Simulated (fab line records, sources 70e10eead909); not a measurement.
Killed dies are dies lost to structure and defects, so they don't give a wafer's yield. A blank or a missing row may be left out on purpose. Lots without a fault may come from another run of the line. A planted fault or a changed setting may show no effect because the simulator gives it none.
fab line records | flow nand_harc
record lots=24 wafers=72 last_day=24
route steps=1159 shown A_WL_FILL@822 A_CONTACT@842
lots that met no fault: from a run of the same line without faults
start_h: hours from the record's first day to the start of the lot's first wafer shown | wait_h: hours since the lot's step before | " the same as in the row above | L1.1+2: a row that stands for several wafers | - no value, or no start given | * or withheld: withheld | < > ~ a bound
route shown NAME@n: a module of which the file shows steps, and the number in the route of the first | usual: mean/standard deviation of fault-free wafers | same: alike in all rows | chamber/n: place in a boat | sites: the reading at each site | _std_site: their standard deviation | _edge_site: outer sites' mean less inner sites' | radius_mm: how far each site lies from the wafer's centre | mask NAME#n: copy n | behind: the tool/chamber that last shaped the wafer | hold: why the lot was held/for how many hours/how that ended | device: the transistor (n, p or np) that didn't switch | end of line: the same wafers' tests at the end of the route | a step without rows: its recipe alone | killed: dies lost to structure and defects at the first sort, not the wafer's yield | map: a wafer's dies, x killed, . not, _ none there
set.NAME: the setting as run; set.NAME@STEP: as run at that earlier step | model.NAME: the simulator's own value behind a step, which no gauge read
steps of the route over a sample of lots; a table a step, a row a wafer
services: from which hour (start_h, from the record's first day; less than 0 if before it) a tool's chamber was out of use, for how many hours, and why
## steps
# step NHARC_A_WL_FILL_ALD_10
# recipe target_thk_a=500 pulse_time_s=10 ald_cycles=500 temp_c=300 material=SiO2
# usual heater_power_w=459/42 precursor_pulse_height_rel=1.001/0.02
# columns lot.wafer tool chamber start_h wait_h heater_power_w precursor_pulse_height_rel
L075.3 ald_hk-01 1 342.41 0.6 507 1.031
L075.2 " 2 " " 495 1.021
L075.4 " 3 " " 493 0.967
L074.1 ald_hk-04 1 346.66 0.6 448 0.957
L074.4 " 3 347.70 1.6 456 0.995
L074.5 " 1 348.74 2.7 441 1.051
L076.1 ald_hk-04 1 351.91 0.1 447 1.009
L076.2 " 2 " " 432 1.040
L076.6 " 2 354.49 2.6 448 0.990
L077.4 ald_hk-02 2 352.95 1.1 496 0.964
L077.1 " 3 " " 466 0.986
L077.5 " 1 354.51 2.6 364 0.992
L078.3 ald_hk-02 1 372.93 1.1 370 1.049
L078.6 " 3 373.97 2.1 457 1.009
L078.5 " 0 " " 456 1.010
L080.2 ald_hk-02 3 376.46 0.6 462 0.988
L080.3 " 0 " " 450 0.986
L080.4 " 1 " " 378 1.018
L079.1 ald_hk-01 0 378.65 2.7 516 0.984
L079.2 " 3 380.17 4.3 491 1.018
L079.5 " 0 " " 529 0.995
L082.2 ald_hk-01 2 390.83 1.1 489 1.020
L082.6 " 0 391.86 2.1 522 0.991
L082.5 " 1 " " 490 1.024
L081.4 ald_hk-02 0 391.43 1.7 447 0.976
L081.2 " 2 392.46 2.7 519 1.005
L081.5 " 3 " " 457 0.980
L083.4 ald_hk-02 0 401.80 0.0 443 0.996
L083.3 " 1 " " 367 0.996
L083.2 " 3 403.34 1.6 464 1.031
L084.2 ald_hk-01 1 401.80 0.1 490 1.003
L084.4 " 2 " " 494 0.966
L084.1 " 3 " " 497 1.002
L087.4 ald_hk-02 0 415.50 0.0 452 1.027
L087.1 " 2 416.52 1.1 514 1.013
L087.6 " 0 417.53 2.1 444 0.982
L085.3 ald_hk-04 0 415.87 0.4 464 0.983
L085.1 " 2 416.91 1.5 412 0.979
L085.2 " 3 " " 458 1.010
L086.1 ald_hk-02 0 419.56 4.1 443 0.998
L086.3 " 1 " " 378 1.022
L086.6 " 3 421.09 5.6 465 0.993
L088.2 ald_hk-04 3 423.81 0.1 470 0.993
L088.4 " 0 " " 469 0.997
L088.1 " 2 425.39 1.6 418 1.050
L091.2 ald_hk-04 2 434.55 0.1 417 1.014
L091.4 " 3 " " 479 0.994
L091.5 " 2 436.63 2.1 417 1.044
L090.1 ald_hk-02 0 435.45 1.0 438 1.016
L090.4 " 1 " " 364 1.005
L090.3 " 3 436.99 2.5 459 1.038
L089.3 ald_hk-04 0 442.59 0.1 477 1.020
L089.2 " 2 443.64 1.1 416 1.026
L089.5 " 0 444.69 2.1 473 0.981
L092.3 ald_hk-02 2 447.70 1.1 521 1.023
L092.5 " 0 448.73 2.1 438 1.010
L092.6 " 1 " " 379 1.010
L094.1 ald_hk-04 0 459.99 0.1 473 1.020
L094.3 " 1 " " 421 0.974
L094.5 " 1 462.58 2.7 433 0.993
L093.3 ald_hk-01 3 460.78 0.8 498 0.991
L093.4 " 0 " " 513 1.010
L093.2 " 2 462.34 2.4 466 0.967
L096.4 ald_hk-01 3 469.32 0.1 485 1.010
L096.3 " 1 470.35 1.1 496 1.006
L096.6 " 0 471.89 2.6 503 1.014
L097.2 ald_hk-02 1 469.91 0.6 369 0.978
L097.4 " 0 471.49 2.2 422 1.025
L097.5 " 2 472.54 3.3 489 1.009
L095.3 ald_hk-04 0 470.34 1.1 465 0.966
L095.2 " 2 472.37 3.1 421 0.969
L095.5 " 3 473.38 4.1 468 1.000
# step NHARC_A_WL_FILL_CVD_20
# recipe target_thk_a=750 temp_c=300 pressure_torr=40 wf6_flow_sccm=40 h2_flow_sccm=1600 ar_flow_sccm=1560 time_s=5064 material=W
# usual heater_power_w=495/27 throttle_valve_pct=8.1/0.46
# columns lot.wafer tool chamber start_h wait_h heater_power_w throttle_valve_pct
L075.2 cvd_w-02 0 - - 559 7.7
L075.3 " 1 " " 527 7.5
L075.4 " 0 " " 561 7.5
L074.1 cvd_w-01 0 - - 485 8.2
L074.4 " 0 " " 487 8.3
L074.5 " 0 " " 483 8.4
L076.2 cvd_w-01 1 - - 470 8.5
L076.1 " 0 " " 483 8.2
L076.6 " 0 " " 490 8.1
L077.1 cvd_w-02 1 - - 531 7.2
L077.4 " 0 " " 547 7.8
L077.5 " 0 " " 563 7.8
L078.3 cvd_w-01 1 - - 443 8.6
L078.5 " 0 " " 494 8.4
L078.6 " 1 " " 466 8.3
L080.2 cvd_w-01 1 - - 459 8.6
L080.4 " 1 " " 454 8.5
L080.3 " 0 " " 486 8.5
L079.2 cvd_w-01 0 - - 489 8.4
L079.1 " 1 " " 450 8.6
L079.5 " 0 " " 480 8.2
L082.2 cvd_w-01 0 - - 488 8.5
L082.5 " 0 " " 475 8.2
L082.6 " 1 " " 468 8.6
L081.2 cvd_w-02 1 - - 517 7.4
L081.4 " 0 " " 500 7.9
L081.5 " 0 " " 511 7.9
L084.1 cvd_w-02 1 - - 512 7.2
L084.2 " 0 " " 513 7.8
L084.4 " 1 " " 526 7.6
L083.2 cvd_w-01 1 - - 461 8.5
L083.3 " 1 " " 459 8.9
L083.4 " 0 " " 490 8.1
L087.1 cvd_w-02 0 - - 516 7.7
L087.4 " 1 " " 528 7.6
L087.6 " 0 " " 510 7.7
L085.2 cvd_w-01 1 - - 468 8.6
L085.1 " 0 " " 490 8.3
L085.3 " 0 " " 492 8.0
L086.1 cvd_w-02 1 - - 521 7.4
L086.3 " 1 " " 507 7.5
L086.6 " 0 " " 494 7.8
L088.2 cvd_w-01 1 - - 471 8.4
L088.1 " 0 " " 485 8.5
L088.4 " 0 " " 485 8.3
L090.1 cvd_w-02 0 - - 499 7.9
L090.4 " 0 " " 493 7.8
L090.3 " 1 " " 525 7.4
L091.2 cvd_w-01 0 - - 491 8.1
L091.4 " 0 " " 496 8.1
L091.5 " 0 " " 480 8.2
L089.2 cvd_w-02 0 - - 512 7.8
L089.3 " 1 " " 526 7.6
L089.5 " 1 " " 530 7.3
L092.3 cvd_w-01 0 - - 489 8.3
L092.6 " 0 " " 498 8.5
L092.5 " 1 " " 462 8.9
L093.2 cvd_w-01 1 - - 466 8.9
L093.4 " 1 " " 463 8.5
L093.3 " 0 " " 498 8.4
L094.1 cvd_w-02 0 - - 499 8.0
L094.3 " 1 " " 519 7.4
L094.5 " 0 " " 499 7.6
L097.2 cvd_w-01 0 - - 489 8.4
L097.4 " 0 " " 499 8.4
L097.5 " 0 " " 478 8.3
L096.3 cvd_w-02 1 - - 519 7.3
L096.4 " 0 " " 509 7.9
L096.6 " 1 " " 520 7.6
L095.2 cvd_w-02 1 - - 530 7.6
L095.3 " 0 " " 506 7.9
L095.5 " 0 " " 511 7.7
# step NHARC_A_CONTACT_DEP_28
# recipe target_thk_a=36000 temp_c=400 material=aC
# usual throttle_valve_pct=35.000/0.0092
# columns lot.wafer tool chamber start_h wait_h throttle_valve_pct
L075.2 acl_dep-03 0 358.75 0.4 35.014
L075.3 " 0 " " 34.990
L075.4 " 0 " " 34.984
L074.1 acl_dep-03 0 364.25 0.7 34.994
L074.4 " 0 365.36 1.8 35.014
L074.5 " 0 " " 35.001
L077.1 acl_dep-01 0 369.69 0.9 34.986
L077.4 " 0 370.79 2.0 35.002
L077.5 " 0 " " 35.007
L076.1 acl_dep-02 0 370.80 1.9 35.004
L076.2 " 0 " " 34.991
L076.6 " 0 372.65 3.8 35.001
L078.3 acl_dep-01 0 392.81 0.8 34.988
L078.5 " 0 " " 35.000
L078.6 " 0 " " 35.005
L080.2 acl_dep-02 0 398.23 0.4 35.004
L080.3 " 0 " " 34.994
L080.4 " 0 " " 34.990
L079.1 acl_dep-03 0 402.94 0.1 34.998
L079.2 " 0 " " 35.009
L079.5 " 0 404.43 1.5 35.001
L082.2 acl_dep-01 0 409.34 2.0 35.001
L082.5 " 0 410.43 3.1 35.006
L082.6 " 0 " " 35.001
L081.2 acl_dep-02 0 411.19 3.8 34.991
L081.4 " 0 " " 34.993
L081.5 " 0 " " 34.989
L084.1 acl_dep-01 0 421.52 2.8 35.004
L084.2 " 0 " " 34.996
L084.4 " 0 " " 35.011
L083.2 acl_dep-03 0 422.43 1.8 35.014
L083.3 " 0 " " 34.985
L083.4 " 0 " " 34.983
L087.1 acl_dep-01 0 434.46 0.2 35.008
L087.4 " 0 435.55 1.3 34.993
L087.6 " 0 " " 35.013
L085.1 acl_dep-02 0 435.13 0.9 35.000
L085.2 " 0 " " 35.011
L085.3 " 0 " " 35.001
L086.1 acl_dep-01 0 438.83 0.1 34.996
L086.3 " 0 " " 35.001
L086.6 " 0 440.65 1.9 34.993
L088.1 acl_dep-01 0 442.94 0.1 35.005
L088.2 " 0 " " 35.013
L088.4 " 0 " " 34.997
L091.2 acl_dep-03 0 452.51 1.4 35.008
L091.4 " 0 " " 35.001
L091.5 " 0 " " 35.007
L090.1 acl_dep-02 0 452.57 1.4 34.985
L090.3 " 0 " " 35.006
L090.4 " 0 " " 35.004
L089.2 acl_dep-03 0 459.96 0.7 35.019
L089.3 " 0 " " 35.000
L089.5 " 0 " " 34.996
L092.3 acl_dep-03 0 466.11 2.6 35.001
L092.5 " 0 " " 34.994
L092.6 " 0 " " 35.011
L094.1 acl_dep-02 0 477.26 0.1 35.002
L094.3 " 0 " " 34.987
L094.5 " 0 " " 35.007
L093.2 acl_dep-03 0 477.44 0.4 34.990
L093.3 " 0 " " 34.990
L093.4 " 0 " " 34.995
L097.2 acl_dep-03 0 489.49 3.5 34.993
L097.4 " 0 " " 35.011
L097.5 " 0 " " 34.994
L096.3 acl_dep-02 0 489.61 3.8 34.995
L096.4 " 0 " " 34.998
L096.6 " 0 " " 35.007
L095.2 acl_dep-03 0 492.90 0.4 35.011
L095.3 " 0 " " 34.993
L095.5 " 0 " " 34.994
# step NHARC_A_CONTACT_ETCH_51
# recipe target_depth_a=36000 over_etch_frac=0.3 time_s=936 ion_energy_ev=150 o2_flow_sccm=400 cos_flow_sccm=20 ar_flow_sccm=0 rf_w=500 bias_w=300 chemistry=O2/COS
# usual drypump_motor_current_A=5.68/0.23 oes_product_au=0.997/0.011 rf_vpp_V=313.7/1.8 showerhead_plenum_p_Torr=3.09/0.12 throttle_valve_pct=28.329/0.0089
# columns lot.wafer tool chamber start_h wait_h drypump_motor_current_A oes_product_au rf_hours_counter_h rf_vpp_V showerhead_plenum_p_Torr throttle_valve_pct
L075.4 rie_diel-11 2 - - 5.62 1.005 62 312.6 3.00 28.325
L075.3 " 3 " " 5.83 0.988 61 314.7 3.22 28.344
L075.2 " 0 " " 5.45 0.998 60 315.8 3.27 28.301
L074.1 rie_diel-08 0 - - 5.60 1.007 12 313.5 3.06 28.309
L074.4 " 2 " " 5.35 1.007 12 313.0 2.93 28.325
L074.5 " 0 " " 5.60 1.007 - 312.1 3.06 28.330
L077.1 rie_diel-08 1 - - 5.92 0.986 14 315.7 3.24 28.326
L077.4 " 3 " " 6.00 0.976 13 313.3 3.04 28.337
L077.5 " 1 " " 5.92 0.990 - 314.8 3.24 28.323
L076.1 rie_diel-08 2 - - 5.37 1.000 14 311.8 2.93 28.319
L076.2 " 1 " " 5.93 0.991 15 316.1 3.24 28.317
L076.6 " 3 " " 6.00 0.983 - 313.4 3.04 28.330
L078.3 rie_diel-08 0 - - 5.59 0.992 18 314.1 3.06 28.327
L078.6 " 2 " " 5.33 0.985 - 311.3 2.93 28.328
L078.5 " 3 " " 5.98 0.985 - 314.0 3.04 28.332
L080.3 rie_diel-08 0 - - 5.58 0.988 19 312.8 3.06 28.326
L080.2 " 1 " " 5.92 0.981 18 316.9 3.24 28.340
L080.4 " 3 " " 5.97 0.983 18 313.1 3.04 28.336
L079.2 rie_diel-08 0 - - 5.58 0.993 20 312.0 3.06 28.330
L079.1 " 1 " " 5.92 0.990 20 316.1 3.24 28.328
L079.5 " 3 " " 5.97 0.995 - 314.4 3.04 28.325
L082.2 rie_diel-08 1 - - 5.93 0.986 20 314.8 3.24 28.336
L082.5 " 3 " " 6.03 0.996 - 312.9 3.04 28.322
L082.6 " 0 " " 5.57 1.004 - 313.7 3.06 28.323
L081.2 rie_diel-11 0 - - 5.46 1.000 14 315.9 3.26 28.331
L081.5 " 1 " " 5.74 0.976 - 313.8 3.03 28.325
L081.4 " 3 " " 5.85 1.000 - 314.4 3.22 28.334
L084.2 rie_diel-11 0 - - 5.45 1.000 18 315.4 3.26 28.323
L084.4 " 1 " " 5.77 0.973 16 311.4 3.03 28.333
L084.1 " 2 " " 5.60 1.011 15 313.4 3.00 28.319
L083.3 rie_diel-08 2 - - 5.39 1.003 24 311.3 2.92 28.320
L083.2 " 0 " " 5.58 1.008 25 312.3 3.05 28.344
L083.4 " 0 " " 5.59 1.008 - 314.1 3.05 28.334
L087.1 rie_diel-08 2 - - 5.35 0.997 28 310.1 2.92 28.323
L087.4 " 0 " " 5.60 1.017 - 312.8 3.05 28.313
L087.6 " 0 " " 5.59 1.009 - 312.8 3.05 28.324
L085.2 rie_diel-11 1 - - 5.79 0.974 20 312.9 3.03 28.331
L085.1 " 2 " " 5.62 1.004 20 312.4 2.99 28.320
L085.3 " 0 " " 5.46 0.999 23 315.7 3.25 28.336
L086.3 rie_diel-11 0 - - 5.45 1.007 25 315.2 3.25 28.352
L086.1 " 1 " " 5.80 0.987 22 312.0 3.03 28.327
L086.6 " 0 " " 5.47 1.009 - 317.3 3.25 28.331
L088.2 rie_diel-08 2 - - 5.34 0.993 30 310.4 2.92 28.329
L088.1 " 1 " " 5.93 0.994 28 315.2 3.23 28.316
L088.4 " 2 " " 5.38 0.994 - 311.5 2.92 28.313
L091.4 rie_diel-11 3 - - 5.81 0.992 33 315.6 3.21 28.336
L091.2 " 2 " " 5.61 0.996 29 311.4 2.99 28.325
L091.5 " 3 " " 5.80 0.986 - 314.7 3.21 28.332
L090.4 rie_diel-08 0 - - 5.59 1.002 33 312.4 3.05 28.338
L090.1 " 1 " " 5.92 1.004 31 315.0 3.23 28.351
L090.3 " 3 " " 5.97 0.988 22 312.0 3.04 28.333
L089.2 rie_diel-08 0 - - 5.60 0.998 34 312.5 3.05 28.327
L089.3 " 2 " " 5.37 0.998 34 311.6 2.92 28.331
L089.5 " 0 " " 5.58 1.004 - 312.3 3.05 28.335
L092.3 rie_diel-08 2 - - 5.33 0.997 35 311.0 2.92 28.341
L092.5 " 2 " " 5.34 0.995 - 310.4 2.92 28.332
L092.6 " 3 " " 6.02 0.990 - 313.4 3.04 28.340
L093.3 rie_diel-01 1 - - 5.86 1.024 61 312.1 2.91 28.325
L093.2 " 2 " " 5.80 1.005 37 317.0 3.26 28.343
L093.4 " 3 " " 6.06 1.003 56 313.5 3.14 28.320
L094.3 rie_diel-01 2 - - 5.82 1.010 38 316.3 3.26 28.323
L094.1 " 0 " " 5.39 0.984 63 313.8 3.14 28.326
L094.5 " 2 " " 5.79 1.003 - 316.1 3.26 28.346
L096.3 rie_diel-08 1 - - 5.94 1.005 1 315.7 3.23 28.323
L096.4 " 2 " " 5.37 0.994 1 310.8 2.92 28.325
L096.6 " 3 " " 5.97 0.995 - 312.8 3.03 28.323
L097.4 rie_diel-11 0 - - 5.46 1.005 45 317.3 3.24 28.326
L097.2 " 3 " " 5.86 0.982 44 314.9 3.20 28.323
L097.5 " 1 " " 5.78 0.982 - 312.0 3.02 28.345
L095.2 rie_diel-11 1 - - 5.79 0.997 45 312.2 3.02 28.328
L095.3 " 2 " " 5.60 1.015 43 311.1 2.98 28.330
L095.5 " 3 " " 5.81 0.998 - 315.2 3.20 28.325
# step NHARC_A_CONTACT_ETCH_112
# recipe source_w=withheld pressure_mtorr=20 bias_v=3000 time_s=94 target_depth_a=9220 ar_flow_sccm=withheld c4f8_flow_sccm=withheld o2_flow_sccm=withheld chemistry=C4F8/O2/Ar
# columns lot.wafer tool chamber start_h wait_h rf_hours_counter_h
L075.2 har_cap_etch-01 0 362.94 0.2 41
L075.4 " 0 " " -
L075.3 " 1 " " -
L074.1 har_cap_etch-02 0 369.10 0.1 14
L074.4 " 0 " " -
L074.5 " 1 " " -
L077.1 har_cap_etch-02 0 374.35 0.2 15
L077.4 " 1 " " -
L077.5 " 1 " " -
L076.2 har_cap_etch-03 0 375.80 0.2 92
L076.1 " 1 " " 92
L076.6 " 0 " " -
L078.3 har_cap_etch-03 0 396.77 0.1 -
L078.5 " 1 " " -
L078.6 " 0 " " -
L080.2 har_cap_etch-02 1 402.32 0.2 19
L080.3 " 1 " " -
L080.4 " 0 " " -
L079.1 har_cap_etch-03 0 407.63 0.2 96
L079.2 " 1 " " 96
L079.5 " 0 " " -
L082.2 har_cap_etch-03 1 413.57 0.2 97
L082.6 " 1 " " -
L082.5 " 0 " " -
L081.2 har_cap_etch-02 1 415.60 0.1 21
L081.4 " 0 " " -
L081.5 " 0 " " -
L084.1 har_cap_etch-03 1 426.31 0.2 99
L084.2 " 0 " " 99
L084.4 " 0 " " -
L083.2 har_cap_etch-01 1 427.32 0.2 53
L083.4 " 1 " " -
L083.3 " 0 " " -
L087.1 har_cap_etch-03 0 439.79 0.1 101
L087.4 " 0 " " -
L087.6 " 0 " " -
L085.1 har_cap_etch-01 0 439.81 0.2 56
L085.2 " 1 " " 56
L085.3 " 0 " " -
L086.1 har_cap_etch-03 0 443.69 0.2 102
L086.3 " 0 " " -
L086.6 " 0 " " -
L088.1 har_cap_etch-01 1 448.00 0.2 57
L088.2 " 0 " " 57
L088.4 " 1 " " -
L091.2 har_cap_etch-01 1 456.98 0.2 60
L091.4 " 1 " " -
L091.5 " 0 " " -
L090.1 har_cap_etch-03 1 457.11 0.2 105
L090.4 " 1 " " -
L090.3 " 0 " " -
L089.2 har_cap_etch-03 0 464.20 0.2 106
L089.3 " 0 " " -
L089.5 " 0 " " -
L092.3 har_cap_etch-03 1 470.07 0.1 -
L092.5 " 1 " " -
L092.6 " 0 " " -
L093.2 har_cap_etch-02 0 482.19 0.2 36
L093.3 " 0 " " -
L093.4 " 1 " " -
L094.1 har_cap_etch-03 0 482.66 0.2 110
L094.3 " 0 " " -
L094.5 " 1 " " -
L096.4 har_cap_etch-01 0 493.56 0.1 -
L096.3 " 1 " " -
L096.6 " 1 " " -
L097.2 har_cap_etch-03 0 493.69 0.1 113
L097.4 " 0 " " -
L097.5 " 1 " " -
L095.2 har_cap_etch-02 0 497.30 0.2 39
L095.3 " 1 " " -
L095.5 " 1 " " -
# step NHARC_A_CONTACT_ETCH_114
# recipe source_w=withheld pressure_mtorr=20 bias_v=3000 time_s=94 target_depth_a=9220 ar_flow_sccm=withheld c4f8_flow_sccm=withheld o2_flow_sccm=withheld chemistry=C4F8/O2/Ar
# columns lot.wafer tool chamber start_h wait_h rf_hours_counter_h
L075.2 har_cap_etch-01 0 363.12 0.1 42
L075.4 " 0 " " -
L075.3 " 1 " " -
L074.1 har_cap_etch-02 0 369.28 0.1 14
L074.4 " 0 " " -
L074.5 " 1 " " -
L077.1 har_cap_etch-02 0 374.59 0.1 16
L077.4 " 1 " " -
L077.5 " 1 " " -
L076.2 har_cap_etch-03 0 375.98 0.1 93
L076.1 " 1 " " 93
L076.6 " 0 " " -
L078.3 har_cap_etch-03 0 396.95 0.1 -
L078.5 " 1 " " -
L078.6 " 0 " " -
L080.2 har_cap_etch-02 1 402.50 0.1 20
L080.3 " 1 " " -
L080.4 " 0 " " -
L079.1 har_cap_etch-03 0 407.81 0.1 96
L079.2 " 1 " " 96
L079.5 " 0 " " -
L082.2 har_cap_etch-03 1 413.75 0.1 98
L082.6 " 1 " " -
L082.5 " 0 " " -
L081.2 har_cap_etch-02 1 415.78 0.1 21
L081.4 " 0 " " -
L081.5 " 0 " " -
L084.1 har_cap_etch-03 1 426.49 0.1 99
L084.2 " 0 " " 99
L084.4 " 0 " " -
L083.2 har_cap_etch-01 1 427.50 0.1 54
L083.4 " 1 " " -
L083.3 " 0 " " -
L087.1 har_cap_etch-03 0 439.97 0.1 101
L087.4 " 0 " " -
L087.6 " 0 " " -
L085.1 har_cap_etch-01 0 439.99 0.1 56
L085.2 " 1 " " 56
L085.3 " 0 " " -
L086.1 har_cap_etch-03 0 443.87 0.1 103
L086.3 " 0 " " -
L086.6 " 0 " " -
L088.1 har_cap_etch-01 1 448.18 0.1 57
L088.2 " 0 " " 57
L088.4 " 1 " " -
L091.2 har_cap_etch-01 1 457.16 0.1 61
L091.4 " 1 " " -
L091.5 " 0 " " -
L090.1 har_cap_etch-03 1 457.29 0.1 105
L090.4 " 1 " " -
L090.3 " 0 " " -
L089.2 har_cap_etch-03 0 464.38 0.1 106
L089.3 " 0 " " -
L089.5 " 0 " " -
L092.3 har_cap_etch-03 1 470.25 0.1 -
L092.5 " 1 " " -
L092.6 " 0 " " -
L093.2 har_cap_etch-02 0 482.37 0.1 36
L093.3 " 0 " " -
L093.4 " 1 " " -
L094.1 har_cap_etch-03 0 482.85 0.1 110
L094.3 " 0 " " -
L094.5 " 1 " " -
L096.4 har_cap_etch-01 0 493.74 0.1 -
L096.3 " 1 " " -
L096.6 " 1 " " -
L097.2 har_cap_etch-03 0 493.87 0.1 113
L097.4 " 0 " " -
L097.5 " 1 " " -
L095.2 har_cap_etch-02 0 497.48 0.1 39
L095.3 " 1 " " -
L095.5 " 1 " " -
## services
# columns tool chamber start_h hours kind
har_cap_etch-02 - 332.93 0.3 repair
rie_diel-08 0 335.30 - clean
rie_diel-08 1 335.30 - clean
rie_diel-08 2 335.30 - clean
rie_diel-08 3 335.30 - clean
acl_dep-02 - 352.25 13.0 pm
rie_diel-08 3 359.70 1.3 repair
rie_diel-01 2 362.64 2.9 repair
rie_diel-11 - 366.50 9.0 pm
ald_hk-04 - 372.06 10.0 pm
cvd_w-02 - 375.32 0.5 repair
cvd_w-02 - 378.78 13.0 pm
acl_dep-03 - 407.08 13.0 pm
ald_hk-01 - 410.04 10.0 pm
rie_diel-01 2 423.97 50.2 repair
rie_diel-08 1 437.38 8.4 repair
har_cap_etch-03 - 446.99 7.1 repair
ald_hk-02 - 459.27 10.0 pm
rie_diel-08 2 461.42 1.3 repair
rie_diel-01 3 466.91 9.3 repair
acl_dep-01 - 476.28 13.0 pm
rie_diel-08 - 478.80 9.0 pm
cvd_w-01 - 484.07 13.0 pm
rie_diel-01 - 491.88 9.0 pm
## key
fault none
